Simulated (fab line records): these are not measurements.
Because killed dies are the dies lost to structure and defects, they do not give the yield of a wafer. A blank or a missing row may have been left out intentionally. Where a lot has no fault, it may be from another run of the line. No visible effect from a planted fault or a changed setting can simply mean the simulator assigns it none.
Chamber matching -- flow nand-harc -- NHARC_A_CHANNEL_FILL_D1_ETCHBACK_20 on rie-diel-10: 4 sister chambers
The step etches the open film in C4F8/O2/Ar, target depth 27 nm, time 13.5 s. 16 wafers are shown with their chamber, then 8 later ones without.

## WAFERS, EACH WITH ITS CHAMBER
wafer,chamber,rf-vpp-V (V),oes-product-au (a.u.)
L642.4,0,982,1.01
L642.5,1,977,1.00
L642.6,2,972,0.99
L645.1,2,974,0.98
L645.4,1,979,0.98
L645.5,2,975,0.97
L648.1,0,983,0.93
L648.3,1,978,0.92
L648.5,2,972,0.93
L653.1,3,981,1.01
L653.3,2,973,0.99
L653.5,1,979,0.99
L657.1,2,973,0.92
L657.3,1,978,0.92
L657.6,1,978,0.91
L658.4,2,974,0.92

SIGNATURES (means of the wafers above)
reading,chamber 0,chamber 1,chamber 2,chamber 3,scatter within a chamber
rf-vpp-V,982.50,978.17,973.29,981.00,0.947
oes-product-au,0.9700,0.9533,0.9571,1.0100,0.0386
Rule: for each reading, subtract the chamber's mean from the wafer's reading, divide by that reading's scatter and square the result; add these up over the readings and take the root, which gives the wafer's distance from the chamber. The wafer belongs to the nearest chamber; if the next one is less than 2 further off, it can't be placed. How the scatter is found: for the shown wafers, subtract from each reading the mean of its chamber, square and add these, divide the total by (wafers less chambers), then take the root.

## WAFERS WITH NO CHAMBER GIVEN
wafer,rf-vpp-V (V),oes-product-au (a.u.)
L658.5,982,0.92
L658.6,978,0.93
L659.1,983,0.98
L659.2,979,0.99
L659.5,977,0.99
L660.1,974,0.92
L660.2,984,0.93
L660.5,974,0.92

## THE CHAMBER EACH PASSED THROUGH
wafer,from the rows above,in truth
L658.5,can't be placed: 0 or 3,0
L658.6,1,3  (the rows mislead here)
L659.1,can't be placed: 0 or 3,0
L659.2,can't be placed: 1 or 3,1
L659.5,1,1
L660.1,2,2
L660.2,can't be placed: 0 or 3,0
L660.5,2,2
Correctly placed: 3 of 8. These rows do not allow placing 4 (true chamber among the candidates in 4). Number placed wrongly: 1.
